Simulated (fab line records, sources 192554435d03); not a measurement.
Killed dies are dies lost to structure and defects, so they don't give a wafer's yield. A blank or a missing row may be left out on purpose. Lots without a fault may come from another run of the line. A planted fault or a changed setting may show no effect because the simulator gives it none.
A struck lot beside a sound one | flow n5_finfet | 20 steps out of a route of 1938
Sound: wafers L132.1, L132.2, L132.5. Struck: wafers L136.4, L136.5, L136.6. The cause comes at the end.
At each step with rows: each side's tool, then ch and its chambers, then its first start. Under that, the readings that differ: sound wafers | struck wafers | difference of the means | sigmas: that difference in standard deviations of wafers without a fault.
alike: readings whose means differ by less than 2 such deviations, and words and numbers that are the same on both sides. not compared: withheld readings, readings that some wafer has no value for, bounds like >300 that may hide the same value, and numbers for which the record gives no deviation and whose values overlap.
The two part at a step that has a row with sigmas, a row that says differs or no value, or rows on one side only. Numbers that don't overlap but have no deviation are shown without sigmas and don't part them. A reading that every wafer of one side lacks parts them only if that side has two wafers or more.

first, 8 steps without rows for these wafers: N5_BEOL_M15_DESCUM_15 (chemistry O2, time 7.9 s); N5_BEOL_M15_ETCH_59 (etches BARC in N2/H2, target depth 89 nm, overetch 26.7 nm, time 67.9 s); N5_BEOL_M15_VIA_ETCH_16 (etches SiO2 in C4F8/O2/Ar, target depth 1792.2 nm); N5_BEOL_M15_STRIP_63 (strips in O2); N5_BEOL_M15_STRIP_64 (strips in O2); N5_BEOL_M15_STRIP_65 (strips in post etch residue remover, time 60 s); N5_BEOL_M15_SRD_66 (time 30 s, dry time 30 s); N5_BEOL_M15_COAT_56 (time 60 s, resist thk 550 nm).
N5_BEOL_M15_ETCH_57: etches SOC in N2/H2, time 750 s.
  sound on rie_diel-04 ch 0,1,3, day 15 14:24; struck on rie_diel-04 ch 0,1,2, day 16 13:02
  alike: drypump_motor_current_A, oes_product_au, rf_fwd_power_W, rf_vpp_V, showerhead_plenum_p_Torr, throttle_valve_pct
  not compared: rf_hours_counter_h
then, 8 steps without rows for these wafers: N5_BEOL_M15_COAT_60 (time 60 s, resist thk 89 nm); N5_BEOL_M15_COAT_22 (resist thk 800 nm); N5_BEOL_M15_EBR_24; N5_BEOL_M15_SOFTBAKE_23 (time 60 s); N5_BEOL_M15_EXPOSE_25 (exposes mask M15, target cd 400 nm); N5_BEOL_M15_PEB_26 (peb time 90 s); N5_BEOL_M15_DEVELOP_27 (develop time 45 s); N5_BEOL_M15_HARDBAKE_32 (time 120 s).
N5_BEOL_M15_INSPECT_30: inspects for defects (macro).
  sound on defect_inspect-01, day 15 15:22; struck on defect_inspect-01, day 16 13:59
  reading          | sound | struck         | difference | sigmas
  raw_defect_count | 0 5 1 | >300 >300 >300 | differs    |
then, 1 step without rows for these wafers: N5_BEOL_M15_DESCUM_33 (chemistry O2, time 7.9 s).
N5_PASSIVATION_PROBE_49:
  the record has rows for the struck wafers here (prober-01, day 17 10:46) and none for the sound ones

WHERE THEY PART
First at N5_BEOL_M15_INSPECT_30; last, within this record, at N5_PASSIVATION_PROBE_49.

WHY: what the simulator had put in
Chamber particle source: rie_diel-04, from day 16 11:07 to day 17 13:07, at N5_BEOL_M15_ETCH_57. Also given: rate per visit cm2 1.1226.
